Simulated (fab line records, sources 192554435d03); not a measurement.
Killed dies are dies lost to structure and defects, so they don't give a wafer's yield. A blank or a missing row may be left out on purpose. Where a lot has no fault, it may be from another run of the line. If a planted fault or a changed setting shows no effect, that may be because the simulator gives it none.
Matching of chambers :: flow n5-finfet :: 4 sister chambers for N5_BEOL_M11_DESCUM_33 on rie-diel-01
The step chemistry O2, time 7.9 s. 8 wafers are shown with their chamber, then 10 later ones without.

## WAFERS, EACH WITH ITS CHAMBER
wafer: L079.1
chamber: 3
drypump-motor-current-A (A): 5.3
throttle-valve-pct (%): 20.66

wafer: L089.4
chamber: 0
drypump-motor-current-A (A): 6.7
throttle-valve-pct (%): 20.44

wafer: L089.5
chamber: 1
drypump-motor-current-A (A): 5.5
throttle-valve-pct (%): 20.10

wafer: L093.1
chamber: 1
drypump-motor-current-A (A): 5.5
throttle-valve-pct (%): 20.09

wafer: L093.2
chamber: 0
drypump-motor-current-A (A): 6.8
throttle-valve-pct (%): 20.45

wafer: L093.3
chamber: 2
drypump-motor-current-A (A): 5.3
throttle-valve-pct (%): 20.46

wafer: L093.4
chamber: 3
drypump-motor-current-A (A): 5.3
throttle-valve-pct (%): 20.68

wafer: L093.5
chamber: 2
drypump-motor-current-A (A): 5.4
throttle-valve-pct (%): 20.47

## WAFERS WITHOUT THEIR CHAMBER
wafer: L093.6
drypump-motor-current-A (A): 5.2
throttle-valve-pct (%): 20.68

wafer: L094.2
drypump-motor-current-A (A): 5.5
throttle-valve-pct (%): 20.11

wafer: L094.3
drypump-motor-current-A (A): 5.3
throttle-valve-pct (%): 20.48

wafer: L094.5
drypump-motor-current-A (A): 5.3
throttle-valve-pct (%): 20.47

wafer: L096.2
drypump-motor-current-A (A): 5.5
throttle-valve-pct (%): 20.11

wafer: L096.3
drypump-motor-current-A (A): 5.2
throttle-valve-pct (%): 20.69

wafer: L096.6
drypump-motor-current-A (A): 5.2
throttle-valve-pct (%): 20.69

wafer: L097.1
drypump-motor-current-A (A): 5.4
throttle-valve-pct (%): 20.47

wafer: L097.3
drypump-motor-current-A (A): 5.2
throttle-valve-pct (%): 20.72

wafer: L097.4
drypump-motor-current-A (A): 6.8
throttle-valve-pct (%): 20.47

## WHICH CHAMBER EACH ONE RAN IN
wafer: L093.6
from the rows above: 3
in truth: 3

wafer: L094.2
from the rows above: 1
in truth: 1

wafer: L094.3
from the rows above: 2
in truth: 2

wafer: L094.5
from the rows above: 2
in truth: 2

wafer: L096.2
from the rows above: 1
in truth: 1

wafer: L096.3
from the rows above: 3
in truth: 3

wafer: L096.6
from the rows above: 3
in truth: 3

wafer: L097.1
from the rows above: 2
in truth: 2

wafer: L097.3
from the rows above: 3
in truth: 3

wafer: L097.4
from the rows above: 0
in truth: 0
10 of 10 placed correctly. From these rows, 0 cannot be placed. Number placed wrongly: 0.
How it was worked out, from the rows above alone: a wafer's distance from a chamber is the root of the sum, over the readings, of the square of ((its reading less the chamber's mean) divided by the reading's scatter). The wafer belongs to the nearest chamber; if the next one is less than 2 further off, it can't be placed. A chamber's mean is the mean of its shown wafers. The scatter is the square root of a quotient: the sum, over the shown wafers, of each reading's squared deviation from its chamber's mean, divided by wafers minus chambers.
